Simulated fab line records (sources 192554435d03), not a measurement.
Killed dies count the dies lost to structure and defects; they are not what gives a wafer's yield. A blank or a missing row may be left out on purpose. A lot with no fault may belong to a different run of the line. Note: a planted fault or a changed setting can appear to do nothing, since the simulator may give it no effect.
fab line records	flow n5_finfet
[record] lots = 7	wafers = 39
route steps=1938 shown WELL_APT@24 DUMMY_GATE@237 SD_EPI_P@321 SD_ACTIVATION@330 MOL_CONTACT_COAG@532
start_h: the number of hours between the record's first day and the start of the first shown wafer of the lot	wait_h: how many hours have passed since the lot's step before this one	" same as the row above	L1.1+2: a row that stands for several wafers	- no value, or no start was given	* or withheld: withheld	< > ~ a bound
route shown NAME@n: a module of which the file shows steps, and the number in the route of the first	usual: mean/standard deviation taken from wafers without a fault	same: alike in all rows	chamber/n: place in a boat	sites: readings site by site	_std_site: standard deviation across them	_edge_site: the outer-site mean with the inner-site mean subtracted	radius_mm: for every site, how far away it sits from the centre of the wafer	mask NAME#n: copy n	behind: the last tool/chamber to shape the wafer	hold: reason for holding the lot/hours on hold/outcome of the hold	device: the transistor (n, p or np) that didn't switch	end of line: tests run on the same wafers once the route is complete	a step with no rows: only its recipe	killed: the dies lost at the first sort to structure and to defects; this is not the yield of the wafer	map: a wafer's dies, marking killed ones x, the rest . and places with no die _
set.NAME: the setting the step ran with; set.NAME@STEP: the setting that earlier step ran with	model.NAME: the simulator's own value behind a step, which no gauge read
lots whose settings were changed on purpose; a table a step, a row a wafer
[[steps]]
[step N5_WELL_APT_EXPOSE_05]
[recipe] mask_id = NWELL	na = 0.8	source_shape = conventional	sigma_outer = 0.8	polarization = unpolarized	defocus_nm = 0	target_cd_nm = 200	dose_mj = 20.3
lot.wafer	tool	chamber	start_h	wait_h	mask	set.dose_mj
L076.1+2+6	krf_scanner-02	0	25.51	-	NWELL#0	18.93
L076.3+4+5	"	0	"	"	NWELL#0	20.3
L078.1+2+3+4+5+6	krf_scanner-02	0	37.58	-	NWELL#0	20.3
L083.1+2+6	krf_scanner-02	0	67.53	-	NWELL#0	20.95
L083.3+4+5	"	0	"	"	NWELL#0	20.3
L090.1+5+6	krf_scanner-02	0	109.63	-	NWELL#0	20.3
L090.2+3+4	"	0	"	"	NWELL#0	21.68
L091.1+2+6	krf_scanner-02	0	115.68	-	NWELL#0	19.13
L091.3+4+5	"	0	"	"	NWELL#0	20.3
L093.1+2+3+4+5+6	krf_scanner-02	0	128.38	-	NWELL#0	20.3
L097.1+4+5	krf_scanner-01	0	151.52	-	NWELL#0	20.3
[step N5_WELL_APT_PEB_06]
[recipe] peb_temp_c = 130	peb_time_s = 90
[step N5_WELL_APT_DEVELOP_07]
[recipe] develop_time_s = 45	rinse_liquid = surfactant_rinse	dry = air_spin	dev_temp_c = 21
[step N5_WELL_APT_HARDBAKE_12]
[recipe] temp_c = 130	time_s = 120
[step N5_WELL_APT_CD_MEAS_08]
[recipe] target_cd_nm = 200	landing_energy_ev = 500	detector = se_inlens
[usual] cd_nm = 200.6/1.1
lot.wafer	tool	chamber	start_h	wait_h	set.dose_mj@WELL_APT_EXPOSE_05	cd_nm
L076.1	cd_sem-01	0	25.68	-	18.93	188.5
L076.2	"	0	"	"	18.93	189.5
L076.3	"	0	"	"	20.3	201.3
L076.4	"	0	"	"	20.3	199.5
L076.5	"	0	"	"	20.3	200.2
L076.6	"	0	"	"	18.93	188.0
L078.1	cd_sem-02	0	37.75	-	20.3	200.1
L078.2	"	0	"	"	20.3	199.5
L078.3	"	0	"	"	20.3	200.7
L078.4	"	0	"	"	20.3	201.9
L078.5	"	0	"	"	20.3	199.2
L078.6	"	0	"	"	20.3	199.0
L083.1	cd_sem-02	0	67.70	-	20.95	205.7
L083.2	"	0	"	"	20.95	208.4
L083.3	"	0	"	"	20.3	200.5
L083.4	"	0	"	"	20.3	201.7
L083.5	"	0	"	"	20.3	201.9
L083.6	"	0	"	"	20.95	205.8
L090.1	cd_sem-01	0	109.81	-	20.3	201.0
L090.2	"	0	"	"	21.68	209.6
L090.3	"	0	"	"	21.68	212.2
L090.4	"	0	"	"	21.68	210.7
L090.5	"	0	"	"	20.3	201.0
L090.6	"	0	"	"	20.3	200.4
L091.1	cd_sem-03	0	115.85	-	19.13	191.6
L091.2	"	0	"	"	19.13	190.1
L091.3	"	0	"	"	20.3	200.1
L091.4	"	0	"	"	20.3	201.1
L091.5	"	0	"	"	20.3	200.1
L091.6	"	0	"	"	19.13	191.2
L093.1	cd_sem-03	0	128.56	-	20.3	202.0
L093.2	"	0	"	"	20.3	200.4
L093.3	"	0	"	"	20.3	200.4
L093.4	"	0	"	"	20.3	199.3
L093.5	"	0	"	"	20.3	199.0
L093.6	"	0	"	"	20.3	200.9
L097.1	cd_sem-02	0	151.69	-	20.3	200.1
L097.4	"	0	"	"	20.3	200.3
L097.5	"	0	"	"	20.3	201.8
[step N5_WELL_APT_DESCUM_13]
[recipe] chemistry = O2	time_s = 7.9	source_power_w = 50	bias_power_w = 20	pressure_mtorr = 20	rf_frequency_hz = 2.712e+07	temp_c = 40	o2_flow_sccm = 225
lot.wafer	tool	chamber	start_h	wait_h	set.dose_mj@WELL_APT_EXPOSE_05	model.WELL_APT.cd_nm
L076.1	rie_diel-01	1	25.77	0.0	18.93	188.6
L076.2	"	0	"	"	18.93	189.4
L076.3	"	3	"	"	20.3	201.6
L076.4	"	2	"	"	20.3	199.7
L076.5	"	2	"	"	20.3	200.3
L076.6	"	3	"	"	18.93	187.9
L078.1+2	rie_diel-01	2,1	37.84	0.0	20.3	199.8
L078.3	"	3	"	"	20.3	200.8
L078.4	"	0	"	"	20.3	201.8
L078.5	"	0	"	"	20.3	199.1
L078.6	"	1	"	"	20.3	199.2
L083.1+6	rie_diel-05	2,3	67.79	0.0	20.95	205.9
L083.2	"	0	"	"	20.95	208.4
L083.3	"	3	"	"	20.3	200.8
L083.4	"	1	"	"	20.3	201.2
L083.5	"	0	"	"	20.3	202.2
L090.1	rie_diel-05	0	109.89	0.0	20.3	201.1
L090.2	"	2	"	"	21.68	209.6
L090.3	"	1	"	"	21.68	212
L090.4	"	3	"	"	21.68	210.9
L090.5	"	2	"	"	20.3	201
L090.6	"	1	"	"	20.3	200.4
L091.1	rie_diel-01	3	117.43	1.5	19.13	191.9
L091.2	"	1	"	"	19.13	190.1
L091.3	"	2	"	"	20.3	200
L091.4	"	0	"	"	20.3	201.2
L091.5	"	3	"	"	20.3	200.1
L091.6	"	0	"	"	19.13	191.3
L093.1	rie_diel-05	2	128.64	0.0	20.3	202.4
L093.2	"	0	"	"	20.3	200.6
L093.3	"	1	"	"	20.3	200.3
L093.4	"	3	"	"	20.3	199.5
L093.5	"	2	"	"	20.3	199
L093.6	"	1	"	"	20.3	201.2
L097.1	rie_diel-05	0	151.78	0.0	20.3	200.1
L097.4	"	2	"	"	20.3	200.7
L097.5	"	0	"	"	20.3	201.9
[step N5_DUMMY_GATE_ETCH_37]
[recipe] chemistry = N2/H2	target = SOC	target_depth_a = 600	overetch_a = 300	temp_c = 40	ion_energy_ev = 200	pressure_mtorr = 30	source_w = 840	bias_w = 150	n2_flow_sccm = 200	h2_flow_sccm = 200
[usual] rf_vpp_V = 524.8/2.7
lot.wafer	tool	chamber	start_h	wait_h	set.source_w	rf_vpp_V
L076.1	rie_diel-06	0	58.79	0.0	840	523.6
L076.2	"	3	"	"	840	527.4
L076.3	"	1	"	"	840	527.5
L076.4	"	0	"	"	840	521.5
L076.5	"	3	"	"	840	527.1
L076.6	"	1	"	"	840	525.6
L078.1	rie_diel-06	3	69.68	0.0	840	527.3
L078.2	"	0	"	"	840	522.9
L078.3	"	2	"	"	840	524.7
L078.4	"	1	"	"	840	526.4
L078.5	"	1	"	"	840	526.1
L078.6	"	2	"	"	840	525.0
L083.1	rie_diel-06	3	101.76	0.0	840	527.6
L083.2	"	2	"	"	761.6	541.1
L083.3	"	0	"	"	840	524.3
L083.4	"	2	"	"	840	526.9
L083.5	"	3	"	"	761.6	545.0
L083.6	"	0	"	"	761.6	541.2
L090.1	rie_diel-06	0	144.67	0.0	797.2	533.3
L090.2	"	2	"	"	840	526.2
L090.3	"	3	"	"	797.2	536.2
L090.4	"	1	"	"	797.2	534.6
L090.5	"	1	"	"	840	525.7
L090.6	"	0	"	"	840	523.8
L091.1	rie_diel-03	0	150.34	0.0	840	522.7
L091.2	"	2	"	"	840	520.7
L091.3	"	3	"	"	840	522.9
L091.4	"	1	"	"	840	526.8
L091.5	"	0	"	"	840	521.5
L091.6	"	3	"	"	840	522.5
L093.1	rie_diel-06	2	161.39	0.0	991.2	496.5
L093.2	"	3	"	"	840	528.8
L093.3	"	1	"	"	991.2	496.3
L093.4	"	0	"	"	991.2	495.3
L093.5	"	3	"	"	840	527.7
L093.6	"	2	"	"	840	523.9
L097.1	rie_diel-02	0	184.43	0.0	840	528.6
L097.4	"	2	"	"	840	521.7
L097.5	"	2	"	"	840	522.3
[step N5_DUMMY_GATE_ETCH_32]
[recipe] chemistry = CF4	target = SiO2	target_depth_a = 35	time_s = 3.9	ion_energy_ev = 350	pressure_mtorr = 10	icp_w = 800	bias_w = 400	cf4_flow_sccm = 80
lot.wafer	tool	chamber	start_h	wait_h	set.time_s	model.etch.depth_nm
L076.1	rie_si-06	1	59.31	0.1	3.201	2.886
L076.2	"	3	"	"	3.201	2.813
L076.3	"	2	"	"	3.9	3.473
L076.4	"	0	"	"	3.201	2.788
L076.5	"	2	"	"	3.9	3.468
L076.6	"	3	"	"	3.9	3.457
L078.1	rie_si-06	0	70.21	0.1	3.05	2.678
L078.2	"	1	"	"	3.9	3.487
L078.3	"	3	"	"	3.9	3.435
L078.4	"	2	"	"	3.9	3.459
L078.5	"	3	"	"	3.05	2.679
L078.6	"	0	"	"	3.05	2.665
L083.1	rie_si-05	1	102.28	0.1	4.395	3.914
L083.2	"	3	"	"	4.395	3.942
L083.3	"	2	"	"	3.9	3.512
L083.4	"	0	"	"	3.9	3.472
L083.5	"	1	"	"	4.395	3.912
L083.6	"	0	"	"	3.9	3.49
L090.1	rie_si-05	2	145.20	0.1	3.9	3.495
L090.2	"	3	"	"	3.9	3.532
L090.3	"	1	"	"	4.677	4.161
L090.4	"	0	"	"	3.9	3.507
L090.5	"	1	"	"	4.677	4.208
L090.6	"	2	"	"	4.677	4.19
L091.1	rie_si-06	2	150.86	0.1	3.664	3.253
L091.2	"	3	"	"	3.9	3.441
L091.3	"	0	"	"	3.9	3.419
L091.4	"	1	"	"	3.664	3.256
L091.5	"	0	"	"	3.664	3.207
L091.6	"	1	"	"	3.9	3.466
L093.1+5	rie_si-01	3	161.92	0.1	3.458	3.049
L093.2	"	1	"	"	3.9	3.442
L093.3	"	2	"	"	3.9	3.561
L093.4	"	1	"	"	3.9	3.455
L093.6	"	2	"	"	3.458	3.168
L097.1	rie_si-06	2	185.23	0.1	3.9	3.46
L097.4	"	1	"	"	3.9	3.453
L097.5	"	1	"	"	3.9	3.47
[step N5_SD_EPI_P_EPI_21]
[recipe] material = SiGe:B	dopant = B	temp_c = 550	pressure_torr = 20	ambient = H2	time_s = 355
lot.wafer	tool	chamber	start_h	wait_h	set.epi_growth_time_s	model.SiGe-B_of_SD_EPI_P_EPI_21.thk_nm
L076.1	epi_rpcvd-02	0	66.67	0.1	355	61.8
L076.2	"	0	"	"	324.5	56.8
L076.3	"	0	"	"	324.5	58
L076.4	"	0	"	"	355	60.4
L076.5	"	0	"	"	324.5	57.8
L076.6	"	0	"	"	355	61.6
L078.1+5	epi_rpcvd-04	0	78.32	0.1	355	61.4
L078.2	"	0	"	"	355	60.6
L078.3	"	0	"	"	355	61.2
L078.4+6	"	0	"	"	355	62.2
L083.1+4	epi_rpcvd-02	0	109.81	0.1	384.5	64.8
L083.2	"	0	"	"	384.5	64.6
L083.3+6	"	0	"	"	355	60.4
L083.5	"	0	"	"	355	60.8
L090.1	epi_rpcvd-02	0	153.04	0.1	332	58.8
L090.2	"	0	"	"	332	58.4
L090.3+6	"	0	"	"	355	61.8
L090.4	"	0	"	"	355	61.4
L090.5	"	0	"	"	332	59.2
L091.1	epi_rpcvd-02	0	158.47	0.1	355	61.2
L091.2	"	0	"	"	369.6	62.8
L091.3	"	0	"	"	355	61
L091.4	"	0	"	"	369.6	62
L091.5	"	0	"	"	355	61.6
L091.6	"	0	"	"	369.6	63.4
L093.1+2	epi_rpcvd-01	0	170.14	0.2	355	61.2
L093.3+5	"	0	"	"	355	61
L093.4+6	"	0	"	"	355	61.6
L097.1+5	epi_rpcvd-04	0	197.72	0.1	355	62
L097.4	"	0	198.80	1.1	355	61.4
[step N5_SD_EPI_P_HM_STRIP_48]
[recipe] chemistry = H3PO4	temp_c = 160	material = SiNx	target = SiNx	target_depth_a = 30	overetch_fraction = 0.3
lot.wafer	tool	chamber	start_h	wait_h	set.epi_growth_time_s@SD_EPI_P_EPI_21	model.SiGe-B_of_SD_EPI_P_EPI_21.thk_nm
L076.1	wet_bench-02	7	68.90	0.0	355	61.6
L076.2	"	6	"	"	324.5	56.6
L076.3	"	3	"	"	324.5	57.6
L076.4	"	5	"	"	355	60
L076.5	"	4	"	"	324.5	57.4
L076.6	"	0	"	"	355	61.4
L078.1+3+5	wet_bench-05	1,0,3	80.56	0.0	355	61
L078.2	"	4	"	"	355	60.4
L078.4+6	"	2,7	"	"	355	61.8
L083.1+4	wet_bench-05	0,4	112.06	0.0	384.5	64.6
L083.2	"	7	"	"	384.5	64.2
L083.3+6	"	1,2	"	"	355	60.2
L083.5	"	3	"	"	355	60.4
L090.1	wet_bench-03	1	155.27	0.0	332	58.6
L090.2	"	2	"	"	332	58.2
L090.3+6	"	3,0	"	"	355	61.6
L090.4	"	4	"	"	355	61
L090.5	"	7	"	"	332	58.8
L091.1	wet_bench-02	3	160.70	0.0	355	61
L091.2	"	1	"	"	369.6	62.4
L091.3	"	4	"	"	355	60.8
L091.4	"	0	"	"	369.6	61.6
L091.5	"	7	"	"	355	61.2
L091.6	"	2	"	"	369.6	63.2
L093.1+2	wet_bench-02	1,3	173.11	0.0	355	61
L093.3	"	7	"	"	355	60.6
L093.4+6	"	2,6	"	"	355	61.4
L093.5	"	0	"	"	355	60.8
L097.1+5	wet_bench-02	0,4	199.95	0.0	355	61.6
L097.4	"	2	"	"	355	61.2
[step N5_SD_EPI_P_SRD_49]
[recipe] dry = ipa_marangoni	time_s = 30	temp_c = 23	rinse_liquid = diw
[step N5_SD_EPI_P_PRECLEAN_24]
[recipe] chemistry = O3/DIW	time_s = 45	temp_c = 22	o3_ppm = 10
[step N5_SD_ACTIVATION_RTA_00]
[recipe] temp_c = 975	time_s = 0	ambient = N2	idle_temp_c = 600	ramp_up_c_per_s = 150	ramp_down_c_per_s = 60	cool_to_c = 600
[step N5_SD_ACTIVATION_LSA_01]
[recipe] temp_c = 1080	time_s = 0.0008	ambient = N2
[step N5_SD_ACTIVATION_RS_MEAS_03]
[recipe] thk_meas_gauge = four-point-probe
[usual] RS_SD_N = 21.94/0.27	RS_SD_P = 56.0/0.7
lot.wafer	tool	chamber	start_h	wait_h	set.epi_growth_time_s@SD_EPI_P_EPI_21	RS_SD_N[ohm/sq]	RS_SD_P[ohm/sq]
L076.1	film_metro-01	-	69.48	0.2	355	22.08	55.5
L076.2	"	-	"	"	324.5	21.83	60.2
L076.3	"	-	"	"	324.5	22.01	58.9
L076.4	"	-	"	"	355	22.09	56.6
L076.5	"	-	"	"	324.5	21.71	59.2
L076.6	"	-	"	"	355	21.65	55.5
L078.1	film_metro-02	-	81.12	0.2	355	22.25	54.8
L078.2	"	-	"	"	355	22.42	55.5
L078.3	"	-	"	"	355	22.19	54.3
L078.4	"	-	"	"	355	21.63	53.8
L078.5	"	-	"	"	355	22.50	54.9
L078.6	"	-	"	"	355	21.96	53.5
L083.1	film_metro-02	-	112.80	0.2	384.5	21.67	52.4
L083.2	"	-	"	"	384.5	21.79	52.7
L083.3	"	-	"	"	355	21.78	56.3
L083.4	"	-	"	"	384.5	21.66	52.2
L083.5	"	-	"	"	355	21.89	55.6
L083.6	"	-	"	"	355	21.79	56.0
L090.1	film_metro-02	-	155.84	0.2	332	21.90	58.1
L090.2	"	-	"	"	332	22.27	57.9
L090.3	"	-	"	"	355	22.02	55.3
L090.4	"	-	"	"	355	21.82	55.6
L090.5	"	-	"	"	332	22.07	57.7
L090.6	"	-	"	"	355	22.17	55.5
L091.1	film_metro-01	-	161.31	0.2	355	22.22	55.9
L091.2	"	-	"	"	369.6	21.90	54.9
L091.3	"	-	"	"	355	21.95	56.1
L091.4	"	-	"	"	369.6	22.08	55.0
L091.5	"	-	"	"	355	22.08	55.3
L091.6	"	-	"	"	369.6	22.10	53.5
L093.1	film_metro-01	-	173.84	0.2	355	21.96	55.7
L093.2	"	-	"	"	355	21.86	55.8
L093.3	"	-	"	"	355	22.10	56.1
L093.4	"	-	"	"	355	21.94	55.0
L093.5	"	-	"	"	355	21.92	56.2
L093.6	"	-	"	"	355	21.76	55.9
L097.1	film_metro-01	-	200.71	0.2	355	21.74	55.9
L097.4	"	-	"	"	355	21.65	55.8
L097.5	"	-	"	"	355	21.71	55.5
[step N5_MOL_CONTACT_COAG_ETCH_106]
[recipe] chemistry = N2/H2	target = SOC	target_depth_a = 800	overetch_a = 160	mask_material = SiARC	temp_c = 40	time_s = 120	ion_energy_ev = 200	pressure_mtorr = 30	source_w = 840	bias_w = 150	n2_flow_sccm = 200	h2_flow_sccm = 200
lot.wafer	tool	chamber	start_h	wait_h	set.target_depth_a	model.SiARC_of_MOL_CONTACT_COAG_COAT_104.thk_nm
L076.1+3+5	rie_diel-04	0,2,2	100.87	0.0	875.5	6
L076.2+6	"	1	"	"	800	6.2
L076.4	"	3	"	"	800	6.4
L078.1+2+6	rie_diel-05	1,0,0	115.36	0.0	800	6.4
L078.3+4+5	"	3,2,3	"	"	725	6.8
L083.1+2+4+6	rie_diel-01	3,1,0,3	143.27	0.0	800	6.2
L083.3+5	"	2	"	"	800	6.4
L090.1+6	rie_diel-04	0	187.53	0.0	800	6.4
L090.2	"	1	"	"	800	6.2
L090.3+5	"	3	"	"	900.4	5.8
L090.4	"	1	"	"	900.4	5.6
L091.1+3+6	rie_diel-04	2,0,3	196.42	0.0	706	7
L091.2+5	"	3,0	"	"	800	6.6
L091.4	"	1	"	"	800	6.4
L093.1	rie_diel-05	2	205.49	0.0	757.1	6.8
L093.2+6	"	0,1	"	"	757.1	6.6
L093.3+4+5	"	1,3,0	"	"	800	6.4
L097.1+5	rie_diel-04	3,2	231.31	0.0	800	6.4
L097.4	"	1	"	"	800	6.2
[step N5_MOL_CONTACT_COAG_SPUTTER_130]
[recipe] material = Co	target_thk_a = 475	temp_c = 25	chamber_pressure_pa = 0.5	power_w = 3000
lot.wafer	tool	chamber	start_h	wait_h	set.power_w	model.Co_of_MOL_CONTACT_COAG_SPUTTER_130.thk_nm
L076.1	pvd_sputter-01	-	106.89	0.0	2686	42.6
L076.2	"	-	"	"	3000	47.6
L076.3+4	"	-	"	"	2686	42.4
L076.5	"	-	"	"	3000	47.8
L076.6	"	-	"	"	3000	47.2
L078.1	pvd_sputter-02	-	119.03	0.0	3000	47.2
L078.2	"	-	"	"	2728	43.4
L078.3	"	-	"	"	2728	42.8
L078.4	"	-	"	"	3000	47.8
L078.5	"	-	"	"	3000	47.4
L078.6	"	-	"	"	2728	43.2
L083.1	pvd_sputter-01	-	147.82	0.0	3214	50.6
L083.2	"	-	"	"	3000	47
L083.3	"	-	"	"	3214	51
L083.4	"	-	"	"	3000	47.4
L083.5	"	-	"	"	3214	50.8
L083.6	"	-	"	"	3000	47.8
L090.1	pvd_sputter-01	-	194.43	0.0	3000	46.2
L090.2+6	"	-	"	"	3283	51.4
L090.3	"	-	"	"	3000	47
L090.4	"	-	"	"	3000	46.8
L090.5	"	-	"	"	3283	50.8
L091.1	pvd_sputter-01	-	201.20	0.0	3000	46.8
L091.2+6	"	-	"	"	3347	53.2
L091.3	"	-	"	"	3000	47.2
L091.4	"	-	"	"	3000	47.4
L091.5	"	-	"	"	3347	52.8
L093.1	pvd_sputter-03	-	208.78	0.0	2451	38.8
L093.2	"	-	"	"	2451	38.6
L093.3+5+6	"	-	"	"	3000	47.6
L093.4	"	-	"	"	2451	39.2
L097.1	pvd_sputter-03	-	236.71	0.0	3000	47.6
L097.4	"	-	"	"	3000	47.4
L097.5	"	-	"	"	3000	47.2
[[key]]
[split] step = N5_WELL_APT_EXPOSE_05	setting = dose_mj	stated = 20.3	by = wafer
[response] step = N5_WELL_APT_CD_MEAS_08	reading = cd_nm	change = +1.61	per = 1%	r = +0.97
[response] step = N5_WELL_APT_DESCUM_13	reading = model.WELL_APT.cd_nm	change = +1.62	per = 1%	r = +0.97
[split] step = N5_DUMMY_GATE_ETCH_37	setting = source_w	stated = 840	by = wafer
[response] step = N5_DUMMY_GATE_ETCH_37	reading = rf_vpp_V	change = -1.72	per = 1%	r = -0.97
[split] step = N5_DUMMY_GATE_ETCH_32	setting = time_s	stated = 3.9	by = wafer
[response] step = N5_DUMMY_GATE_ETCH_32	reading = model.etch.depth_nm	change = +0.035	per = 1%	r = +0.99
[split] step = N5_SD_EPI_P_EPI_21	setting = epi_growth_time_s	stated = 355	by = wafer
[response] step = N5_SD_EPI_P_EPI_21	reading = model.SiGe-B_of_SD_EPI_P_EPI_21.thk_nm	change = +0.454	per = 1%	r = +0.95
[response] step = N5_SD_EPI_P_HM_STRIP_48	reading = model.SiGe-B_of_SD_EPI_P_EPI_21.thk_nm	change = +0.455	per = 1%	r = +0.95
[response] step = N5_SD_ACTIVATION_RS_MEAS_03	reading = RS_SD_P	change = -0.4	per = 1%	r = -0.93
[split] step = N5_MOL_CONTACT_COAG_ETCH_106	setting = target_depth_a	stated = 800	by = wafer
[response] step = N5_MOL_CONTACT_COAG_ETCH_106	reading = model.SiARC_of_MOL_CONTACT_COAG_COAT_104.thk_nm	change = -0.0413	per = 1%	r = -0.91
[split] step = N5_MOL_CONTACT_COAG_SPUTTER_130	setting = power_w	stated = 3000	by = wafer
[response] step = N5_MOL_CONTACT_COAG_SPUTTER_130	reading = model.Co_of_MOL_CONTACT_COAG_SPUTTER_130.thk_nm	change = +0.485	per = 1%	r = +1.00
